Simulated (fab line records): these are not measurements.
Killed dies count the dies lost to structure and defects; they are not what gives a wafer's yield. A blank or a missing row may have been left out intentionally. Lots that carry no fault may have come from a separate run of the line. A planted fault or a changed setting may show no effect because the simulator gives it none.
Which tool was responsible? | flow nandHarc | 13 lots with 39 wafers sampled at 5 steps, on a route of 1159 steps

## WHAT THE GAUGES READ, wafer by wafer
NHARC_P_BONDPAD_INSPECT_23.
lot  | measured     | on               | rawDefectCount
L766 | day 7 04:23  | defectInspect-02 | 162 328 178
L765 | day 7 05:19  | defectInspect-01 | 260 218 296
L767 | day 7 10:37  | defectInspect-02 | 349 343 294
L769 | day 7 19:01  | defectInspect-02 | 312 223 397
L770 | day 8 01:32  | defectInspect-02 | 459 404 248
L772 | day 8 11:28  | defectInspect-02 | 261 225 314
L773 | day 8 12:59  | defectInspect-01 | 316 298 243
L775 | day 9 17:53  | defectInspect-01 | 257 367 276
L776 | day 9 19:05  | defectInspect-02 | 213 242 318
L777 | day 9 20:12  | defectInspect-02 | 408 368 311
L779 | day 10 12:05 | defectInspect-01 | 312 246 305
L782 | day 11 03:53 | defectInspect-01 | 337 265 257
L785 | day 11 14:48 | defectInspect-01 | 322 318 528

NHARC_A_ONON_D1_THK_MEAS_21: measures by ellipsometry.
lot  | measured     | on           | thkNm (nm)
L766 | day 8 15:03  | filmMetro-01 | 992 994 991
L765 | day 8 15:04  | filmMetro-02 | 1003 1002 1003
L767 | day 8 21:02  | filmMetro-01 | 1011 1010 1010
L769 | day 9 08:54  | filmMetro-01 | 999 1001 998
L770 | day 9 22:50  | filmMetro-01 | 991 990 990
L772 | day 9 23:19  | filmMetro-01 | 1003 1003 1003
L773 | day 9 23:11  | filmMetro-01 | 997 998 999
L775 | day 11 04:16 | filmMetro-01 | 1015 1015 1014
L776 | day 11 03:57 | filmMetro-02 | 998 998 996
L777 | day 11 03:55 | filmMetro-02 | 993 992 993
L779 | day 11 22:46 | filmMetro-02 | 1010 1011 1011
L782 | day 12 14:26 | filmMetro-01 | 1875 1875 1875 1876 1876 1877
L785 | day 13 00:48 | filmMetro-01 | 1872 1871 1872 1873 1875 1874

NHARC_A_ONON_D1_THK_MEAS_24: measures by ellipsometry.
lot  | measured     | on           | thkNm (nm)
L766 | day 8 15:37  | filmMetro-01 | 995 995 996
L765 | day 8 15:40  | filmMetro-01 | 1004 1003 1003
L767 | day 8 21:36  | filmMetro-01 | 1016 1014 1017
L769 | day 9 09:28  | filmMetro-02 | 985 985 984
L770 | day 9 23:24  | filmMetro-02 | 1016 1017 1016
L772 | day 9 23:53  | filmMetro-01 | 997 997 997
L773 | day 9 23:45  | filmMetro-01 | 1000 999 1002
L775 | day 11 04:58 | filmMetro-02 | 1007 1008 1007
L776 | day 11 04:40 | filmMetro-02 | 997 996 995
L777 | day 11 04:38 | filmMetro-01 | 1023 1022 1024
L779 | day 11 23:20 | filmMetro-02 | 1007 1003 1005

## WHICH TOOL RAN EACH LOT (tool, then ch and the chambers of the sampled wafers, then the start)
lot  | NHARC_P_BONDPAD_ACTIVATE_29       | NHARC_A_ONON_D1_DEP_19
L766 | rieDiel-13 ch 0,1, day 7 04:28    | pecvdOnon-04 ch 0, day 8 14:43
L765 | rieDiel-11 ch 0,2, day 7 05:23    | pecvdOnon-01 ch 0, day 8 14:34
L767 | rieDiel-11 ch 0,1,3, day 7 10:40  | pecvdOnon-04 ch 0, day 8 20:31
L769 | rieDiel-11 ch 0,1,3, day 7 19:05  | pecvdOnon-04 ch 0, day 9 08:23
L770 | rieDiel-11 ch 1,2, day 8 01:37    | pecvdOnon-04 ch 0, day 9 22:20
L772 | rieDiel-11 ch 0,1, day 8 11:32    | pecvdOnon-01 ch 0, day 9 22:49
L773 | rieDiel-11 ch 0,2,3, day 8 13:02  | pecvdOnon-04 ch 0, day 9 22:41
L775 | rieDiel-05 ch 0,1,2, day 9 17:58  | pecvdOnon-01 ch 0, day 11 03:46
L776 | rieDiel-13 ch 0,1,3, day 9 19:08  | pecvdOnon-02 ch 0, day 11 03:26
L777 | rieDiel-05 ch 1,2, day 9 20:17    | pecvdOnon-01 ch 0, day 11 03:25
L779 | rieDiel-11 ch 0,1,3, day 10 12:10 | pecvdOnon-01 ch 0, day 11 22:16
L782 | rieDiel-11 ch 0,1,3, day 11 03:56 | pecvdOnon-01 ch 0, day 12 14:02
L785 | rieDiel-11 ch 0,1,2, day 11 14:52 | pecvdOnon-01 ch 0, day 13 00:17
- NHARC_P_BONDPAD_ACTIVATE_29: chemistry N2, time 60 s.
- NHARC_A_ONON_D1_DEP_19: target thk 1000 nm.

## WHAT THE TOOLS THEMSELVES READ (means of the sampled wafers that have a number; where no wafer has one, the mark that the record gives instead)
NHARC_P_BONDPAD_ACTIVATE_29.
lot  | tool       | drypumpMotorCurrentA (A) | oesProductAu (a.u.) | rfVppV (V) | showerheadPlenumPTorr (Torr)
L766 | rieDiel-13 | 6.0                      | 0.998               | 63.9       | 1.66
L765 | rieDiel-11 | 5.4                      | 1.005               | 64.5       | 1.83
L767 | rieDiel-11 | 5.8                      | 0.996               | 64.5       | 1.80
L769 | rieDiel-11 | 5.8                      | 0.992               | 63.2       | 1.80
L770 | rieDiel-11 | 5.0                      | 1.006               | 64.2       | 1.79
L772 | rieDiel-11 | 6.0                      | 0.993               | 64.1       | 1.79
L773 | rieDiel-11 | 5.7                      | 1.002               | 64.7       | 1.84
L775 | rieDiel-05 | 5.9                      | 0.998               | 65.2       | 1.83
L776 | rieDiel-13 | 5.8                      | 0.994               | 64.5       | 1.68
L777 | rieDiel-05 | 5.9                      | 1.007               | 64.0       | 1.85
L779 | rieDiel-11 | 5.8                      | 1.008               | 64.2       | 1.80
L782 | rieDiel-11 | 5.8                      | 1.001               | 64.3       | 1.80
L785 | rieDiel-11 | 5.5                      | 1.001               | 64.1       | 1.79

## THE ANSWER, worked out from the rows above alone
Rule: the lots themselves supply what counts as usual. Put in order of their means at a reading, lots are off if they are a third of the lots or fewer, leave a main group of 4 or more, and stand apart from it by a gap of 3 or more times the standard deviation of the main group's means; of several such gaps the widest counts. If all means in a main group match to the digits the tables above print for the reading, that group is not used. A lot without any number at a reading at which 4 lots or more have one is off too. Any other lot the step has rows for is counted as sound. Order of review: gauges by route order, followed by the tools' own readings, for which a lot's mean as printed above is used. The first step at which some lot is off is used, and at that step the reading that is off furthest; a lot without a number counts as furthest.
Off at NHARC_A_ONON_D1_THK_MEAS_21 (thkNm): L782, L785. The main group has a mean of 1001 nm with a standard deviation of 7.7.
If a tool, at a process step before that reading, ran all the lots that are off and no sound lot after the first of them, it fits. Gauges at NHARC_A_ONON_D1_THK_MEAS_21: tried the same way as those tools. Can't be told from this: 3 tools fit, rieDiel-11 at NHARC_P_BONDPAD_ACTIVATE_29, pecvdOnon-01 at NHARC_A_ONON_D1_DEP_19, filmMetro-01 at NHARC_A_ONON_D1_THK_MEAS_21.

## WHAT WAS PUT IN BY THE SIMULATOR
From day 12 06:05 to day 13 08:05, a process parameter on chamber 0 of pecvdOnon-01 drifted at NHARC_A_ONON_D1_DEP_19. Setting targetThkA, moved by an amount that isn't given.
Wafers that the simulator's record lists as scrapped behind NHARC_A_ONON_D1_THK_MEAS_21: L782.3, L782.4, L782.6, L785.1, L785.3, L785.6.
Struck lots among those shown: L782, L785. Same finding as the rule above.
